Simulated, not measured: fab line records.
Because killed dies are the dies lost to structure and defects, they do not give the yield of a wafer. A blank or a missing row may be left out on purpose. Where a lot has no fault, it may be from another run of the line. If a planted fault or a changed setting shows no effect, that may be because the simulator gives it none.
fab line records	flow n5-finfet	part 1 of 2: steps 1 to 3 of 6
record: lots: 24	wafers: 72	last-day: 17
route steps=1938 shown BEOL_M12@1636 BEOL_M13@1672
lots that met no fault: taken from a fault-free run of the same line
start-h: start of the lot's first displayed wafer, in hours after the record's first day	wait-h: hours elapsed since this lot's preceding step	" the same as in the row above	L1.1+2: several wafers, shown together as one row	- no value, or no start given	* or withheld: withheld	< > ~ a bound
route shown NAME@n: names a module that has steps shown in the file, with the first one's number in the route	usual: mean/standard deviation taken from wafers without a fault	same: alike in all rows	chamber/n: place in a boat	sites: the reading at each site	_std_site: standard deviation of those values	_edge_site: outer sites' mean less inner sites'	radius-mm: for every site, how far away it sits from the centre of the wafer	mask NAME#n: copy n	behind: tool/chamber where the wafer was last shaped	hold: why the lot went on hold/how many hours it stayed there/how the hold came to an end	device: the n, p or np transistor that did not switch	end of line: the same wafers' tests at the end of the route	where a step has no rows: the recipe by itself	killed: dies lost to structure and defects at the first sort, not the wafer's yield	map: a wafer's dies, marking killed ones x, the rest . and places with no die _
set.NAME: the setting that was run; set.NAME@STEP: the one run at that earlier step	model.NAME: the simulator's own value behind a step, which no gauge read
a sample of lots followed through the steps of the route, with each step as a table and each wafer as a row
services: from which hour (start-h, from the record's first day; less than 0 if before it) a tool's chamber was out of use, for how many hours, and why
== steps ==
step: N5_BEOL_M12_ETCH_67
recipe: chemistry: CF4	target: SiARC	target-depth-a: 1430	time-s: 238.3	ion-energy-ev: 80	pressure-mtorr: 40	source-w: 545	bias-w: 36	Ar_flow_sccm: 100	cf4-flow-sccm: 100	ends: cleared
usual: bias-w: 36.00/0.11	drypump-motor-current-A: 5.6/0.46	etch-rf-on-time-s: 235/7.4	oes-product-au: 0.69/0.069	rf-vpp-V: 184.4/1.4	showerhead-plenum-p-Torr: 2.17/0.093	throttle-valve-pct: 15.63/0.19
lot.wafer	tool	chamber	start-h	wait-h	bias-w	drypump-motor-current-A	etch-rf-on-time-s	oes-product-au	rf-hours-counter-h	rf-vpp-V	showerhead-plenum-p-Torr	throttle-valve-pct
L074.1	rie-diel-03	1	219.73	0.0	35.98	5.2	226	0.74	71	185.2	2.28	15.48
L074.2	"	0	"	"	35.96	6.2	250	0.59	203	185.8	2.21	15.96
L074.4	"	3	"	"	35.97	5.6	248	0.57	222	185.2	2.22	16.20
L076.1	rie-diel-01	1	237.86	0.0	35.98	5.8	240	0.60	226	182.7	2.04	15.67
L076.2	"	0	"	"	36.04	6.5	238	0.68	98	184.2	2.17	15.47
L076.4	"	2	"	"	36.02	5.1	240	0.77	39	185.3	2.28	15.68
L075.3	rie-diel-01	2	240.27	0.0	35.99	5.1	238	0.77	40	187.8	2.28	15.69
L075.4	"	3	"	"	36.15	5.7	241	0.60	216	184.6	2.20	15.71
L075.6	"	1	"	"	35.73	5.7	240	0.59	-	182.5	2.04	15.66
L077.1	rie-diel-03	3	245.98	0.0	36.03	5.6	245	0.57	236	185.8	2.22	16.24
L077.2	"	1	"	"	35.96	5.2	224	0.74	83	184.0	2.27	15.49
L077.5	"	3	"	"	35.95	5.6	245	0.57	-	184.4	2.22	16.24
L078.2	rie-diel-04	1	252.02	0.0	35.97	5.8	235	0.77	36	183.9	2.08	15.41
L078.3	"	0	"	"	35.97	5.6	244	0.73	43	186.4	2.28	15.66
L078.5	"	3	"	"	36.11	5.0	227	0.61	-	181.8	2.05	15.77
L079.1	rie-diel-04	3	259.77	0.0	35.95	5.0	229	0.61	208	184.1	2.05	15.77
L079.2	"	0	"	"	35.85	5.5	243	0.72	45	185.5	2.28	15.66
L079.6	"	0	"	"	36.04	5.6	243	0.72	-	186.3	2.28	15.67
L081.2	rie-diel-01	0	264.45	0.0	36.06	6.5	235	0.67	109	184.2	2.17	15.46
L081.3	"	1	"	"	36.05	5.7	242	0.58	237	181.2	2.03	15.69
L081.6	"	0	"	"	35.86	6.5	237	0.66	-	183.2	2.17	15.48
L080.1	rie-diel-04	2	264.60	0.0	36.05	5.1	221	0.71	70	186.1	2.27	15.43
L080.2	"	0	"	"	35.97	5.5	241	0.73	47	186.0	2.28	15.69
L080.4	"	3	"	"	36.00	5.0	229	0.61	210	183.7	2.05	15.77
L082.1	rie-diel-04	1	271.54	0.0	35.88	5.8	235	0.76	42	182.3	2.08	15.41
L082.2	"	0	"	"	35.99	5.5	240	0.72	49	185.5	2.28	15.67
L082.6	"	1	"	"	35.97	5.8	237	0.76	-	183.8	2.08	15.39
L083.1	rie-diel-01	2	273.27	0.0	36.09	5.0	237	0.76	53	185.0	2.28	15.72
L083.2	"	0	"	"	36.11	6.5	235	0.66	113	182.6	2.17	15.48
L083.5	"	1	"	"	35.96	5.7	236	0.59	-	182.1	2.03	15.70
L084.2	rie-diel-03	2	285.51	0.0	35.93	6.0	230	0.63	199	183.1	2.04	15.68
L084.4	"	0	"	"	35.91	6.2	245	0.58	-	186.4	2.20	16.01
L084.5	"	1	"	"	36.16	5.2	227	0.71	-	185.0	2.27	15.52
L085.1	rie-diel-04	1	290.86	0.0	36.07	5.8	235	0.75	50	182.4	2.08	15.40
L085.3	"	0	"	"	35.87	5.5	243	0.71	57	186.5	2.28	15.68
L085.5	"	0	"	"	35.94	5.5	242	0.71	-	185.3	2.28	15.69
L086.1	rie-diel-04	3	292.11	0.0	36.02	5.0	229	0.60	219	183.6	2.05	15.80
L086.4	"	2	"	"	36.01	5.1	221	0.71	79	185.2	2.26	15.43
L086.5	"	0	"	"	36.12	5.6	243	0.71	-	186.7	2.28	15.69
L087.1	rie-diel-04	0	311.33	0.0	35.86	5.6	244	0.70	64	187.5	2.27	15.68
L087.4	"	2	"	"	36.22	5.1	224	0.69	85	185.9	2.26	15.45
L087.5	"	0	"	"	35.83	5.5	246	0.69	-	187.0	2.28	15.70
L089.3	rie-diel-04	0	316.51	0.0	35.98	5.5	242	0.70	66	185.5	2.27	15.69
L089.4	"	2	"	"	36.13	5.1	219	0.70	87	184.8	2.26	15.44
L089.6	"	1	"	"	36.00	5.8	233	0.74	-	183.8	2.07	15.44
L088.1	rie-diel-01	2	319.56	0.0	36.02	5.1	240	0.73	68	184.1	2.27	15.75
L088.3	"	0	"	"	35.87	6.5	237	0.65	130	184.8	2.16	15.51
L088.6	"	2	"	"	35.97	5.1	239	0.73	-	185.4	2.27	15.74
L091.2	rie-diel-03	2	329.96	0.0	35.79	6.0	233	0.62	218	182.6	2.03	15.72
L091.3	"	3	"	"	35.89	5.6	240	0.80	12	183.8	2.21	15.77
L091.5	"	3	"	"	35.74	5.6	239	0.79	-	184.8	2.21	15.78
L090.4	rie-diel-04	3	330.33	0.0	35.93	5.1	228	0.59	231	182.2	2.04	15.83
L090.5	"	3	"	"	36.02	5.0	229	0.60	-	181.8	2.04	15.82
L090.6	"	2	"	"	36.17	5.1	217	0.71	-	185.2	2.26	15.47
L092.2	rie-diel-03	3	336.79	0.0	35.88	5.6	240	0.78	15	183.4	2.21	15.76
L092.4	"	3	"	"	35.89	5.6	237	0.79	-	185.4	2.21	15.77
L092.5	"	1	"	"	36.09	5.2	230	0.69	-	184.9	2.26	15.57
L093.1	rie-diel-01	1	345.54	0.0	36.28	5.7	233	0.80	10	185.9	2.28	15.19
L093.5	"	1	"	"	36.11	5.7	232	0.80	-	185.5	2.28	15.20
L093.6	"	2	"	"	36.03	5.0	240	0.71	-	186.0	2.27	15.77
L094.2	rie-diel-01	3	353.13	0.0	35.87	5.7	235	0.83	1	183.2	2.19	15.25
L094.4	"	2	"	"	36.15	5.0	240	0.71	83	187.2	2.27	15.78
L094.6	"	0	"	"	36.05	6.5	239	0.64	-	185.3	2.16	15.54
L095.1	rie-diel-03	1	358.23	0.0	36.13	5.2	230	0.68	129	183.8	2.26	15.59
L095.3	"	0	"	"	36.11	6.3	243	0.81	3	184.4	2.19	15.54
L095.5	"	1	"	"	35.83	5.2	230	0.68	-	185.7	2.26	15.58
L096.2	rie-diel-03	0	365.76	0.0	36.15	6.3	240	0.80	6	185.4	2.19	15.58
L096.4	"	2	"	"	36.13	6.0	226	0.62	233	183.2	2.03	15.75
L096.6	"	0	"	"	36.05	6.2	240	0.79	-	183.1	2.19	15.56
L097.2	rie-diel-04	0	370.35	0.0	35.86	5.6	241	0.69	84	184.4	2.27	15.75
L097.3	"	2	"	"	36.13	5.1	221	0.69	107	184.7	2.25	15.49
L097.4	"	0	"	"	36.04	5.5	241	0.68	-	185.4	2.27	15.74
step: N5_BEOL_M13_DESCUM_15
recipe: chemistry: O2	time-s: 7.9	source-power-w: 50	bias-power-w: 20	pressure-mtorr: 20	rf-frequency-hz: 2.712e+07	temp-c: 40	o2-flow-sccm: 225
usual: drypump-motor-current-A: 5.5/0.39	oes-product-au: 0.78/0.07	rf-vpp-V: 243.3/1.5	showerhead-plenum-p-Torr: 2.09/0.083	throttle-valve-pct: 20.35/0.2
same: time-s: 7.9
lot.wafer	tool	chamber	start-h	wait-h	drypump-motor-current-A	oes-product-au	rf-hours-counter-h	rf-vpp-V	showerhead-plenum-p-Torr	throttle-valve-pct
L074.1	rie-diel-05	1	222.89	0.0	5.8	0.88	52	243.8	2.14	20.59
L074.2	"	2	"	"	5.1	0.82	79	244.9	2.21	20.36
L074.4	"	3	"	"	5.2	0.84	-	242.9	2.13	20.41
L076.1	rie-diel-06	2	243.01	0.0	5.4	0.82	110	245.0	2.22	20.46
L076.2	"	0	"	"	5.7	0.92	33	244.3	2.11	20.06
L076.4	"	2	"	"	5.3	0.82	-	246.0	2.22	20.47
L075.3	rie-diel-02	0	243.79	0.3	5.1	0.73	189	243.0	2.09	20.52
L075.4	"	2	"	"	5.9	0.71	219	243.2	2.05	20.52
L075.6	"	3	"	"	5.4	0.74	-	244.8	2.16	20.35
L077.1	rie-diel-06	3	250.75	0.1	5.9	0.78	161	241.4	1.92	20.11
L077.2	"	0	"	"	5.6	0.91	36	246.8	2.11	20.07
L077.5	"	2	"	"	5.4	0.81	-	244.8	2.22	20.49
L078.2	rie-diel-06	0	258.66	0.0	5.6	0.89	40	243.9	2.11	20.09
L078.3	"	2	"	"	5.4	0.80	117	242.7	2.22	20.50
L078.5	"	2	"	"	5.4	0.80	-	245.6	2.22	20.47
L079.1	rie-diel-05	2	265.96	0.0	5.1	0.80	93	245.9	2.21	20.37
L079.2	"	0	"	"	6.0	0.81	94	242.8	2.11	20.31
L079.6	"	2	"	"	5.1	0.80	-	245.2	2.21	20.38
L081.2	rie-diel-06	1	267.86	0.0	4.7	0.97	2	243.4	2.06	20.11
L081.3	"	2	"	"	5.4	0.80	120	245.2	2.22	20.49
L081.6	"	1	"	"	4.7	0.97	-	242.2	2.06	20.11
L080.1	rie-diel-02	1	268.13	0.0	6.1	0.76	173	243.1	1.98	20.04
L080.2	"	2	"	"	5.9	0.70	228	242.7	2.05	20.52
L080.4	"	0	"	"	5.0	0.72	197	242.9	2.09	20.53
L082.1	rie-diel-02	0	277.15	0.0	5.0	0.73	199	243.3	2.09	20.54
L082.2	"	2	"	"	5.9	0.69	230	242.6	2.05	20.53
L082.6	"	0	"	"	5.0	0.72	-	241.6	2.09	20.53
L083.1	rie-diel-02	2	277.45	0.1	5.9	0.70	230	242.5	2.05	20.54
L083.2	"	1	"	"	6.0	0.75	176	240.7	1.98	20.02
L083.5	"	1	"	"	6.0	0.76	-	241.9	1.98	20.04
L084.2	rie-diel-05	1	290.43	0.0	5.8	0.84	73	243.7	2.13	20.62
L084.4	"	0	"	"	6.1	0.80	102	243.6	2.10	20.32
L084.5	"	3	"	"	5.1	0.79	-	243.4	2.13	20.43
L085.1	rie-diel-05	0	294.23	0.0	6.0	0.80	104	242.8	2.10	20.33
L085.3	"	3	"	"	5.2	0.80	81	243.9	2.13	20.45
L085.5	"	1	"	"	5.8	0.84	-	243.7	2.13	20.63
L086.1	rie-diel-02	1	295.79	0.0	6.0	0.75	183	241.2	1.98	20.03
L086.4	"	2	"	"	5.9	0.69	237	243.0	2.04	20.55
L086.5	"	3	"	"	5.5	0.72	-	243.7	2.16	20.36
L087.1	rie-diel-06	1	316.56	0.0	4.7	0.91	17	242.7	2.05	20.14
L087.4	"	0	"	"	5.6	0.87	57	246.1	2.10	20.12
L087.5	"	3	"	"	5.9	0.76	-	240.4	1.91	20.13
L089.3	rie-diel-02	1	323.60	0.0	6.0	0.75	190	242.9	1.98	20.04
L089.4	"	0	"	"	5.0	0.72	213	242.7	2.08	20.56
L089.6	"	1	"	"	6.0	0.75	-	243.2	1.98	20.06
L088.1	rie-diel-05	1	324.44	0.0	5.8	0.83	84	243.3	2.13	20.63
L088.3	"	3	"	"	5.2	0.79	91	243.5	2.12	20.47
L088.6	"	2	"	"	5.1	0.78	-	245.3	2.20	20.40
L091.2	rie-diel-02	0	335.35	0.0	5.1	0.71	217	241.8	2.08	20.57
L091.3	"	2	"	"	5.9	0.68	247	241.6	2.04	20.57
L091.5	"	1	"	"	6.0	0.74	-	242.0	1.97	20.06
L090.4	rie-diel-06	1	335.53	0.0	4.7	0.91	-	241.4	2.05	20.14
L090.5	"	0	"	"	5.7	0.86	-	244.6	2.10	20.11
L090.6	"	2	"	"	5.4	0.77	-	244.8	2.21	20.53
L092.2	rie-diel-05	2	342.33	0.1	5.1	0.79	113	245.0	2.20	20.40
L092.4	"	1	"	"	5.9	0.82	89	242.0	2.13	20.62
L092.5	"	2	"	"	5.1	0.79	-	243.7	2.20	20.40
L093.1	rie-diel-02	3	349.37	0.0	5.5	0.71	200	243.2	2.15	20.42
L093.5	"	3	"	"	5.4	0.71	-	243.0	2.15	20.40
L093.6	"	1	"	"	6.0	0.74	-	240.7	1.97	20.07
L094.2	rie-diel-02	0	358.57	0.0	5.0	0.70	225	243.3	2.08	20.57
L094.4	"	1	"	"	6.0	0.73	-	243.2	1.97	20.07
L094.6	"	3	"	"	5.5	0.69	-	245.0	2.15	20.42
L095.1	rie-diel-02	1	361.30	0.3	6.0	0.74	202	242.2	1.97	20.08
L095.3	"	0	"	"	5.0	0.70	226	242.0	2.08	20.56
L095.5	"	1	"	"	6.0	0.74	-	240.9	1.97	20.08
L096.2	rie-diel-05	0	370.02	0.1	6.1	0.77	128	243.9	2.09	20.37
L096.4	"	3	"	"	5.2	0.77	105	243.3	2.12	20.49
L096.6	"	3	"	"	5.2	0.77	-	243.4	2.12	20.49
L097.2	rie-diel-02	3	375.99	0.0	5.5	0.70	211	243.9	2.15	20.42
L097.3	"	1	"	"	6.0	0.73	208	240.9	1.97	20.08
L097.4	"	0	"	"	5.0	0.69	232	243.7	2.08	20.58
step: N5_BEOL_M13_ETCH_68
recipe: chemistry: N2/H2	target: SOC	mask-material: SiARC	source-w: 3000	bias-w: 350	temp-c: 40	time-s: 355	ion-energy-ev: 200	pressure-mtorr: 30	n2-flow-sccm: 200	h2-flow-sccm: 200
usual: bias-w: 349.9/1	drypump-motor-current-A: 5.5/0.41	oes-product-au: 0.80/0.065	rf-vpp-V: 524.1/2.7	showerhead-plenum-p-Torr: 2.55/0.11	throttle-valve-pct: 17.68/0.23
same: time-s: 355
lot.wafer	tool	chamber	start-h	wait-h	bias-w	drypump-motor-current-A	oes-product-au	rf-hours-counter-h	rf-vpp-V	showerhead-plenum-p-Torr	throttle-valve-pct
L074.1	rie-diel-05	2	224.02	0.1	350.4	5.1	0.82	79	527.5	2.69	17.68
L074.2	"	3	"	"	350.6	5.2	0.83	59	523.0	2.60	17.89
L074.4	"	3	"	"	348.2	5.2	0.83	-	523.3	2.60	17.87
L076.1	rie-diel-06	2	244.14	0.1	351.7	5.4	0.80	111	527.2	2.67	17.67
L076.2	"	0	"	"	350.0	5.7	0.90	34	524.3	2.59	17.47
L076.4	"	0	"	"	347.9	5.6	0.91	-	525.2	2.59	17.47
L075.3	rie-diel-05	0	245.05	0.1	350.1	6.1	0.80	89	524.9	2.58	17.69
L075.4	"	3	"	"	351.3	5.2	0.82	65	525.9	2.60	17.86
L075.6	"	2	"	"	349.5	5.1	0.82	-	526.3	2.69	17.69
L077.1	rie-diel-06	0	252.01	0.1	348.5	5.6	0.90	37	525.2	2.59	17.49
L077.2	"	3	"	"	348.8	5.9	0.77	162	518.3	2.32	17.40
L077.5	"	2	"	"	349.0	5.4	0.80	-	526.5	2.66	17.67
L078.2	rie-diel-02	2	259.83	0.1	349.7	5.9	0.71	225	523.6	2.50	17.91
L078.3	"	0	"	"	348.8	5.0	0.73	194	523.9	2.50	17.63
L078.5	"	0	"	"	351.1	5.0	0.71	-	523.6	2.50	17.64
L079.1	rie-diel-05	2	267.21	0.1	349.5	5.1	0.81	93	527.9	2.69	17.73
L079.2	"	0	"	"	349.1	6.1	0.79	95	524.8	2.58	17.69
L079.6	"	2	"	"	349.3	5.1	0.81	-	526.8	2.69	17.70
L081.2	rie-diel-06	2	268.99	0.1	349.4	5.4	0.79	120	529.2	2.66	17.67
L081.3	"	1	"	"	349.8	4.7	0.98	3	523.8	2.48	17.30
L081.6	"	1	"	"	350.5	4.7	0.97	-	523.1	2.48	17.31
L080.1	rie-diel-02	1	269.38	0.1	348.3	6.1	0.76	174	522.8	2.41	17.44
L080.2	"	0	"	"	350.2	5.0	0.72	198	523.9	2.50	17.64
L080.4	"	2	"	"	350.5	5.9	0.71	228	521.0	2.50	17.93
L082.1	rie-diel-06	2	278.61	0.1	351.7	5.4	0.78	123	527.4	2.66	17.68
L082.2	"	1	"	"	351.1	4.7	0.95	6	522.6	2.48	17.30
L082.6	"	0	"	"	350.1	5.7	0.88	-	525.8	2.59	17.49
L083.1	rie-diel-05	0	278.79	0.1	349.6	6.1	0.79	98	523.6	2.57	17.72
L083.2	"	2	"	"	350.9	5.1	0.80	97	527.9	2.69	17.73
L083.5	"	0	"	"	350.0	6.1	0.79	-	523.9	2.57	17.70
L084.2	rie-diel-05	0	291.68	0.1	350.6	6.0	0.79	103	525.9	2.57	17.71
L084.4	"	3	"	"	349.4	5.2	0.80	80	524.7	2.60	17.90
L084.5	"	2	"	"	348.7	5.1	0.80	-	526.6	2.68	17.72
L085.1	rie-diel-06	3	295.48	0.1	348.6	5.9	0.77	172	518.1	2.32	17.42
L085.3	"	0	"	"	349.7	5.6	0.87	51	524.6	2.59	17.51
L085.5	"	0	"	"	349.1	5.6	0.86	-	525.6	2.58	17.52
L086.1	rie-diel-05	1	297.07	0.1	349.6	5.9	0.83	76	523.2	2.60	18.08
L086.4	"	3	"	"	349.7	5.2	0.80	-	525.0	2.59	17.92
L086.5	"	0	"	"	349.0	6.0	0.78	-	524.8	2.57	17.72
L087.1	rie-diel-05	3	317.68	0.1	349.0	5.2	0.80	89	524.4	2.59	17.94
L087.4	"	2	"	"	350.1	5.1	0.79	107	526.1	2.68	17.75
L087.5	"	3	"	"	350.5	5.2	0.80	-	524.4	2.59	17.91
L089.3	rie-diel-06	3	325.51	0.1	351.6	5.9	0.75	181	516.9	2.31	17.43
L089.4	"	0	"	"	351.2	5.7	0.85	60	523.1	2.58	17.52
L089.6	"	1	"	"	350.0	4.7	0.90	-	521.7	2.48	17.31
L088.1	rie-diel-05	2	326.20	0.1	348.5	5.1	0.80	109	525.6	2.68	17.72
L088.3	"	0	"	"	349.8	6.1	0.78	114	523.6	2.57	17.73
L088.6	"	2	"	"	349.2	5.1	0.80	-	527.4	2.68	17.73
L091.2	rie-diel-05	2	336.48	0.1	349.8	5.1	0.80	112	527.3	2.68	17.75
L091.3	"	3	"	"	350.7	5.2	0.79	94	524.8	2.59	17.94
L091.5	"	2	"	"	350.2	5.1	0.79	-	527.3	2.68	17.74
L090.4	rie-diel-06	1	336.87	0.1	348.6	4.7	0.89	-	522.3	2.48	17.33
L090.5	"	2	"	"	348.5	5.4	0.77	-	527.5	2.65	17.71
L090.6	"	0	"	"	348.5	5.7	0.86	-	525.1	2.58	17.53
L092.2	rie-diel-06	3	343.46	0.1	348.4	5.9	0.75	185	517.7	2.31	17.43
L092.4	"	0	"	"	351.0	5.6	0.85	66	524.0	2.58	17.53
L092.5	"	3	"	"	350.8	5.9	0.76	-	518.6	2.31	17.43
L093.1	rie-diel-02	0	350.50	0.1	351.0	5.0	0.69	222	524.1	2.49	17.69
L093.5	"	3	"	"	350.1	5.5	0.70	-	526.2	2.64	18.07
L093.6	"	0	"	"	350.1	5.1	0.70	-	522.2	2.49	17.69
L094.2	rie-diel-06	1	359.72	0.1	350.2	4.7	0.88	27	522.6	2.47	17.35
L094.4	"	3	"	"	349.9	5.9	0.74	191	518.7	2.31	17.45
L094.6	"	2	"	"	348.7	5.4	0.75	-	527.7	2.65	17.71
L095.1	rie-diel-06	1	362.47	0.1	349.8	4.7	0.87	28	522.7	2.47	17.34
L095.3	"	3	"	"	348.9	5.9	0.75	192	517.4	2.31	17.44
L095.5	"	0	"	"	350.8	5.7	0.84	-	525.1	2.58	17.56
L096.2	rie-diel-02	2	371.14	0.1	350.6	5.9	0.96	4	522.6	2.49	17.41
L096.4	"	0	"	"	351.0	5.0	0.69	230	524.0	2.49	17.70
L096.6	"	3	"	"	348.1	5.5	0.70	-	525.0	2.64	18.06
L097.2	rie-diel-02	0	377.13	0.1	351.8	5.1	0.69	233	523.3	2.49	17.71
L097.3	"	1	"	"	350.0	6.0	0.73	208	519.2	2.40	17.49
L097.4	"	3	"	"	349.3	5.5	0.69	211	525.8	2.64	18.09
